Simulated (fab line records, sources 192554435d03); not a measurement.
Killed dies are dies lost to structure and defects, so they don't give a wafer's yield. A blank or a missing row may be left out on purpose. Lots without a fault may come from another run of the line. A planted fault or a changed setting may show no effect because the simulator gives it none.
fab line records | flow n5_finfet
record lots=3 wafers=9 last_day=21
route steps=1938 shown BEOL_M5@1177 BEOL_M6@1194 PASSIVATION@1936
lots that met no fault: from a run of the same line without faults
start_h: hours from the record's first day to the start of the lot's first wafer shown | wait_h: hours since the lot's step before | " the same as in the row above | L1.1+2: a row that stands for several wafers | - no value, or no start given | * or withheld: withheld | < > ~ a bound
route shown NAME@n: a module of which the file shows steps, and the number in the route of the first | usual: mean/standard deviation of fault-free wafers | same: alike in all rows | chamber/n: place in a boat | sites: the reading at each site | _std_site: their standard deviation | _edge_site: outer sites' mean less inner sites' | radius_mm: how far each site lies from the wafer's centre | mask NAME#n: copy n | behind: the tool/chamber that last shaped the wafer | hold: why the lot was held/for how many hours/how that ended | device: the transistor (n, p or np) that didn't switch | end of line: the same wafers' tests at the end of the route | a step without rows: its recipe alone | killed: dies lost to structure and defects at the first sort, not the wafer's yield | map: a wafer's dies, x killed, . not, _ none there
set.NAME: the setting as run; set.NAME@STEP: as run at that earlier step | model.NAME: the simulator's own value behind a step, which no gauge read
lots at some steps of the route; a table a step, a row a wafer
services: from which hour (start_h, from the record's first day; less than 0 if before it) a tool's chamber was out of use, for how many hours, and why
## steps
# step N5_BEOL_M5_SPUTTER_81
# recipe material=Cu target_thk_a=150 temp_c=-20 chamber_pressure_pa=0.07 power_w=withheld time_s=27.62
# step N5_BEOL_M5_ANNEAL_82
# recipe temp_c=400 time_s=1800 ambient=vacuum
# step N5_BEOL_M5_SPUTTER_83
# recipe material=Cu target_thk_a=150 temp_c=-20 chamber_pressure_pa=0.07 power_w=withheld time_s=27.62
# step N5_BEOL_M5_ANNEAL_84
# recipe temp_c=400 time_s=1800 ambient=vacuum
# step N5_BEOL_M5_SPUTTER_88
# recipe material=Cu target_thk_a=150 temp_c=-20 chamber_pressure_pa=0.07 power_w=withheld time_s=27.62
# step N5_BEOL_M5_ANNEAL_89
# recipe temp_c=400 time_s=1800 ambient=vacuum
# step N5_BEOL_M5_SPUTTER_90
# recipe material=Cu target_thk_a=45 temp_c=-20 chamber_pressure_pa=0.07 power_w=withheld time_s=8.29
# step N5_BEOL_M5_ECD_50
# recipe material=Cu target_thk_a=3000
# step N5_BEOL_M5_ANNEAL_51
# recipe temp_c=225 time_s=90 ambient=N2
# step N5_BEOL_M5_CMP_52
# recipe stop_on=SiCOH_lowk t_overpolish_s=6.9 down_force_psi=1 platen_rpm=50 clearing_platen_down_force_psi=1.5 clearing_platen_rpm=50 post_cmp_clean=cu_alkaline target_thk_nm=62 clearing_platen_pad_velocity_m_s=0.99484 pad_velocity_m_s=0.99484
# step N5_BEOL_M5_PRE_CLEAN_77
# recipe gas=NH3/H2 time_s=15 temp_c=* rf_power_w=300
# step N5_BEOL_M5_CO_CAP_78
# recipe material=Co target_thk_a=20 temp_c=200 precursor=CCTBA/H2 pressure_torr=30 time_s=102.1
# usual chamber_pressure_Torr=30.00/0.074 heater_power_w=232/13
# columns lot.wafer tool chamber start_h wait_h chamber_pressure_Torr heater_power_w
L799.1 cvd_co-02 2 282.59 0.0 30.12 223
L799.3 " 0 " " 30.05 203
L799.5 " 0 " " 30.08 207
L819.3 cvd_co-02 2 382.83 0.0 29.88 227
L819.4 " 1 " " 29.99 233
L819.6 " 0 " " 29.97 206
L820.1 cvd_co-01 0 412.17 0.0 29.94 243
L820.2 " 1 " " 29.97 232
L820.3 " 2 " " 30.00 234
# step N5_BEOL_M5_PRE_CLEAN_55
# recipe gas=NH3 time_s=15 temp_c=withheld rf_power_w=300
# step N5_BEOL_M5_DEP_56
# recipe material=SiCN target_thk_a=80 temp_c=withheld precursor=3MS/NH3 pressure_torr=3 rf_w=202 time_s=14
# step N5_BEOL_M5_INSPECT_58
# recipe inspect_instrument=darkfield mode=post_dep
# usual raw_defect_count=69/18
# columns lot.wafer tool chamber start_h wait_h raw_defect_count
L799.1 defect_inspect-02 - 282.80 0.0 61
L799.3 " - " " 60
L799.5 " - " " 72
L819.3 defect_inspect-01 - 383.04 0.0 52
L819.4 " - " " 287
L819.6 " - " " 69
L820.1 defect_inspect-01 - 412.38 0.0 54
L820.2 " - " " 69
L820.3 " - " " 78
# step N5_BEOL_M6_ILD_DEP_00
# recipe material=SiCOH_lowk target_thk_a=1797.5 temp_c=300 precursor=DEMS/porogen pressure_torr=5 rf_w=500 time_s=33.4
# step N5_BEOL_M6_CURE_74
# recipe temp_c=385 time_s=240 ambient=He/Ar material=SiCOH_lowk
# step N5_BEOL_M6_PECVD_70
# recipe material=SiO2 target_thk_a=200 temp_c=400 precursor=TEOS/O2 pressure_torr=5.5 rf_w=450 teos_flow_sccm=53.8 gas=O2 flow_sccm=3000 time_s=22.7
# step N5_BEOL_M6_HM_DEP_02
# recipe material=TiN target_thk_a=200 temp_c=25 chamber_pressure_pa=0.49996
# step N5_BEOL_M6_COAT_59
# recipe resist=SOC temp_c=250 time_s=60 spin_rpm=1500 resist_thk_nm=100
# step N5_BEOL_M6_COAT_60
# recipe resist=SiARC temp_c=220 time_s=60 spin_rpm=1500 resist_thk_nm=35
# step N5_BEOL_M6_COAT_05
# recipe resist=CAR-ArF spin_rpm=1500 resist_thk_nm=90
# step N5_BEOL_M6_EBR_07
# recipe solvent=PGMEA ebr_width_mm=1.5
# step N5_BEOL_M6_SOFTBAKE_06
# recipe temp_c=110 time_s=60 resist=CAR-ArF
# step N5_BEOL_M6_EXPOSE_08
# recipe mask_id=M6 na=1.35 source_shape=dipole sigma_inner=0.817 sigma_outer=0.97 polarization=te dose_mj=68.25
# step N5_BEOL_M6_PEB_09
# recipe peb_temp_c=withheld peb_time_s=60 resist=CAR-ArF
# step N5_BEOL_M6_DEVELOP_10
# recipe develop_time_s=30 developer=TMAH resist=CAR-ArF rinse_liquid=diw dry=air_spin dev_temp_c=23
# step N5_BEOL_M6_INSPECT_13
# recipe mode=adi inspect_instrument=brightfield
# usual raw_defect_count=382/74
# columns lot.wafer tool chamber start_h wait_h raw_defect_count
L799.1 defect_inspect-02 - 286.04 0.0 432
L799.3 " - " " 388
L799.5 " - " " 341
L819.3 defect_inspect-02 - 385.14 0.0 476
L819.4 " - " " 661
L819.6 " - " " 350
L820.1 defect_inspect-01 - 414.25 0.0 320
L820.2 " - " " 403
L820.3 " - " " 372
# step N5_BEOL_M6_DESCUM_16
# recipe chemistry=O2 time_s=7.9 source_power_w=50 bias_power_w=20 pressure_mtorr=20 rf_frequency_hz=2.712e+07 temp_c=40 resist=CAR-ArF o2_flow_sccm=225
# step N5_BEOL_M6_ETCH_61
# recipe chemistry=CF4 target=SiARC target_depth_a=455 mask_material=CAR-ArF time_s=75.8 ion_energy_ev=80 pressure_mtorr=40 source_w=545 bias_w=36 Ar_flow_sccm=100 cf4_flow_sccm=100 ends=cleared
# step N5_BEOL_M6_ETCH_62
# recipe chemistry=N2/H2 target=SOC target_depth_a=1100 overetch_a=220 mask_material=SiARC temp_c=40 time_s=165 ion_energy_ev=200 pressure_mtorr=30 source_w=840 bias_w=150 n2_flow_sccm=200 h2_flow_sccm=200
# step N5_BEOL_M6_STRIP_68
# recipe chemistry=N2/H2 temp_c=40 n2_flow_sccm=200 h2_flow_sccm=200 rf_frequency_hz=6e+07
# step N5_BEOL_M6_STRIP_67
# recipe chemistry=CF4 resist=SiARC power_w=300 bias_power_w=75 pressure_mtorr=50 cf4_flow_sccm=150 rf_frequency_hz=6e+07
# step N5_BEOL_M6_HM_OPEN_17
# recipe chemistry=Cl2/BCl3 target_depth_a=200 overetch_a=60 target=TiN mask_material=SOC ion_energy_ev=150 pressure_mtorr=10 icp_w=1000 bias_w=126 Cl2_flow_sccm=53.25 bcl3_flow_sccm=21.75 Ar_flow_sccm=25
# step N5_BEOL_M6_STRIP_19
# recipe chemistry=O2 power_w=400 temp_c=40 pressure_mtorr=30 rf_frequency_hz=6e+07 bias_power_w=0 overash_fraction=0.2 o2_flow_sccm=225
# step N5_BEOL_M6_COAT_63
# recipe resist=SOC temp_c=250 time_s=60 spin_rpm=1500 resist_thk_nm=60
# step N5_BEOL_M6_INSPECT_30
# recipe mode=adi inspect_instrument=brightfield
# usual raw_defect_count=383/76
# columns lot.wafer tool chamber start_h wait_h raw_defect_count
L799.1 defect_inspect-01 - 288.45 0.1 460
L799.3 " - " " 398
L799.5 " - " " 360
L819.3 defect_inspect-02 - 387.74 0.1 477
L819.4 " - " " 643
L819.6 " - " " 362
L820.1 defect_inspect-02 - 417.52 0.1 301
L820.2 " - " " 380
L820.3 " - " " 348
# step N5_PASSIVATION_PROBE_49
# usual defect_limited_yield=90.9/1.6 killed_at_M0_to_M3=37/11 killed_at_M4_up=15/5.6 killed_at_contacts=13/6.4 killed_at_front_end=39/11 killed_at_other=4/3.1 killed_dies=107/19 killed_on_rim=14/4.3 killed_open=71/14 killed_short=34/7.8 sort_bin_5_function=5.3/1 sort_bin_6_memory=3.4/0.72 sort_n_pass=1072/20 sort_yield_pct=90.9/1.7
# same gross_dies=1180 killed_at_back_side=0 sort_bin_4_leakage[%]=0 sort_bin_8_speed[%]=0
# columns lot.wafer tool chamber start_h wait_h defect_limited_yield[%] killed_at_M0_to_M3 killed_at_M4_up killed_at_contacts killed_at_front_end killed_at_other killed_dies killed_on_rim killed_open killed_short sort_bin_5_function[%] sort_bin_6_memory[%] sort_n_pass sort_yield_pct[%]
L819.3 prober-02 - 479.14 0.1 92.1 47 9 20 17 0 93 17 66 24 4.9 2.8 1087 92.1
L819.4 prober-02 - 479.19 0.2 87.8 53 60 5 24 2 144 31 60 31 7.5 3.4 1036 87.8
L819.6 prober-02 - 479.29 0.3 90.7 58 9 17 22 4 110 13 75 34 5.6 3.3 1070 90.7
# killed by level:class
L819.3 BEOL_M2:geometric_particle:open=18 MOL_CONTACT_COAG:geometric_particle:open=17 BEOL_M0_SAQP:geometric_particle:short=8 STI_FIN_REVEAL:geometric_particle:open=5 BEOL_M0:geometric_particle:open=5 BEOL_M0_SAQP:geometric_particle:open=4 BEOL_M1:geometric_particle:open=4 GATE_CUT:geometric_particle:short=3
L819.4 BEOL_M5:unspecified=51 BEOL_M3:geometric_particle:open=16 BEOL_M0_SAQP:geometric_particle:open=9 BEOL_M0_SAQP:geometric_particle:short=9 BEOL_M2:geometric_particle:open=6 STI_FIN_REVEAL:geometric_particle:open=5 BEOL_M0:geometric_particle:open=5 BEOL_M4:geometric_particle:open=5
L819.6 MOL_CONTACT_COAG:geometric_particle:open=16 BEOL_M0_SAQP:geometric_particle:open=16 BEOL_M0_SAQP:geometric_particle:short=14 BEOL_M2:geometric_particle:open=10 BEOL_M1:geometric_particle:open=8 BEOL_M3:geometric_particle:open=5 STI_FIN_REVEAL:geometric_particle:open=4 ILD0:geometric_particle:open=4
# map L819.4 (x killed, . not)
_________________..x......xx.________________
______________............x....._____________
___________.....xx.................__________
__________.................x........_________
________...........................x.._______
_______......x.......................x.______
______.................................._____
_____.....x...................x.....xx...____
____...........x....x...................x.___
___....x.......x.....................x.....__
___.........x..x...........x........x...x..__
__.........x..........x.....x..x...........x_
__.........x...............xx......x........_
_................x...................x...xxxx
_x........................x.x........x..x.xxx
_x.....x....x.......x...x........x....xxxxxxx
_.......x.................x...........xxxxxxx
_xxx.x.x.............................x.xxxxxx
_.....................x.x.............xxxxxxx
_.......................................xxxxx
_............x..x.......................xxxxx
__..x....x...............x................xx_
__.x.....x............xxx.............x.x.xx_
___.............x........x...x....x......x.__
___.x.......................x.xx..........x__
____..................x............x....x.___
_____.............x................x..x..____
______........................x......x.._____
_______.....................x..........______
________...x...x........x...x........._______
__________........................x._________
___________........................__________
______________..............xx.._____________
_________________.x..........________________
# map L799.5 (x killed, . not)
_________________............________________
______________.................x_____________
___________......x......x..........__________
__________..x..x...................._________
________.x..x........................._______
_______..x.............x...x..x........______
______.x.................x...........x.._____
_____.......x...x.....x..................____
____......x...............................___
___.....x...........xx...xx................__
___..............x....x............x....x..__
__..........x..x.....x......................_
__................x...........xx............_
_..x....x.......x..x.x...................x...
_x...x..x.x...................x.x...........x
_..........................................x.
_..x.............x.x.........................
_...x....................x.............x.....
_....x.............x.....x...............x...
_....x..................x...x.......x........
_.......x.............................x......
__..x..xx....x.......x.xx..................._
__...x....x..................x..x.........x._
___.........x........x..x.........x........__
___.................x.x.......x............__
____................x...xx..x.............___
_____....x...............................____
______..........x......x..x............._____
_______..........x.....................______
________..................x..........._______
__________....x....................._________
___________.................x...x..__________
______________.x.....x..x...xx.._____________
_________________............________________
## services
# columns tool chamber start_h hours kind
cvd_co-02 - 296.93 0.8 repair
cvd_co-01 1 333.33 - clean
cvd_co-01 1 333.33 22.0 scheduled_down
cvd_co-01 1 333.33 22.0 vent_cycle
## key
first_sign step=N5_BEOL_M5_INSPECT_58 reading=raw_defect_count direction=up sigmas=12 usual=69 struck=287
effect step=N5_BEOL_M6_INSPECT_13 reading=raw_defect_count direction=up sigmas=3.7 usual=382 struck=661
effect step=N5_BEOL_M6_INSPECT_30 reading=raw_defect_count direction=up sigmas=3.4 usual=383 struck=643
effect step=N5_PASSIVATION_PROBE_49 reading=killed_at_M4_up direction=up sigmas=8 usual=15 struck=60
more_kills_born_at N5_BEOL_M5_CO_CAP_78@cvd_co-02=51
met_at N5_BEOL_M5_CO_CAP_78
struck_wafers L819.4
fault kind=chamber_particle_source tool=cvd_co-02 chamber=1 onset_h=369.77 steps=N5_BEOL_M5_CO_CAP_78 rate_per_visit_cm2=0.40573 end_h=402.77
